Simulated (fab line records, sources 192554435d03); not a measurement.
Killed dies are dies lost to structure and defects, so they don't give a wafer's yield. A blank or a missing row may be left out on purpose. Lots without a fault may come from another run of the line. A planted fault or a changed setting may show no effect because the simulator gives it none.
Chamber matching | flow n5_finfet | N5_ZERO_LAYER_DESCUM_16 on rie_diel-06: 4 sister chambers
The step chemistry O2, time 7.9 s. 18 wafers are shown with their chamber, then 9 later ones without.

WAFERS WITH THEIR CHAMBER
wafer  | chamber | showerhead_plenum_p_Torr (Torr) | throttle_valve_pct (%) | drypump_motor_current_A (A)
L079.2 | 2       | 2.10                            | 20.64                  | 5.3
L079.3 | 0       | 2.15                            | 20.64                  | 6.0
L079.6 | 2       | 2.10                            | 20.65                  | 5.4
L080.3 | 1       | 2.06                            | 20.45                  | 5.5
L080.4 | 2       | 2.10                            | 20.64                  | 5.3
L080.6 | 0       | 2.15                            | 20.62                  | 6.0
L083.2 | 0       | 2.15                            | 20.66                  | 6.1
L083.5 | 2       | 2.10                            | 20.66                  | 5.4
L083.6 | 0       | 2.15                            | 20.66                  | 6.1
L084.2 | 0       | 2.15                            | 20.65                  | 6.1
L084.3 | 3       | 2.25                            | 20.21                  | 5.4
L084.4 | 2       | 2.10                            | 20.66                  | 5.4
L086.1 | 0       | 2.15                            | 20.67                  | 6.1
L086.2 | 1       | 2.06                            | 20.47                  | 5.5
L086.6 | 3       | 2.24                            | 20.20                  | 5.4
L087.1 | 1       | 2.06                            | 20.48                  | 5.5
L087.2 | 2       | 2.10                            | 20.68                  | 5.3
L087.4 | 3       | 2.24                            | 20.21                  | 5.4

SIGNATURES (means of the wafers above)
reading                  | chamber 0 | chamber 1 | chamber 2 | chamber 3 | scatter within a chamber
showerhead_plenum_p_Torr | 2.1500    | 2.0600    | 2.1000    | 2.2433    | 0.00218
throttle_valve_pct       | 20.6500   | 20.4667   | 20.6550   | 20.2067   | 0.0153
drypump_motor_current_A  | 6.067     | 5.500     | 5.350     | 5.400     | 0.045
Rule: a wafer's distance from a chamber is the root of the sum, over the readings, of the square of ((its reading less the chamber's mean) divided by the reading's scatter). The wafer belongs to the nearest chamber; if the next one is less than 2 further off, it can't be placed. The scatter: the root of (the sum of the squares of (reading less its chamber's mean) over the shown wafers, divided by (wafers less chambers)).

WAFERS WITHOUT THEIR CHAMBER
wafer  | showerhead_plenum_p_Torr (Torr) | throttle_valve_pct (%) | drypump_motor_current_A (A)
L090.1 | 2.06                            | 20.49                  | 5.5
L090.3 | 2.10                            | 20.67                  | 5.4
L090.5 | 2.15                            | 20.68                  | 6.0
L092.2 | 2.05                            | 20.48                  | 5.5
L092.4 | 2.15                            | 20.69                  | 6.0
L092.6 | 2.09                            | 20.68                  | 5.4
L094.1 | 2.24                            | 20.23                  | 5.4
L094.5 | 2.14                            | 20.69                  | 6.0
L094.6 | 2.24                            | 20.22                  | 5.4

WHICH CHAMBER EACH WENT THROUGH
wafer  | from the rows above | in truth
L090.1 | 1                   | 1
L090.3 | 2                   | 2
L090.5 | 0                   | 0
L092.2 | 1                   | 1
L092.4 | 0                   | 0
L092.6 | 2                   | 2
L094.1 | 3                   | 3
L094.5 | 0                   | 0
L094.6 | 3                   | 3
Placed correctly: 9 of 9. Can't be placed from these rows: 0. Placed wrongly: 0.
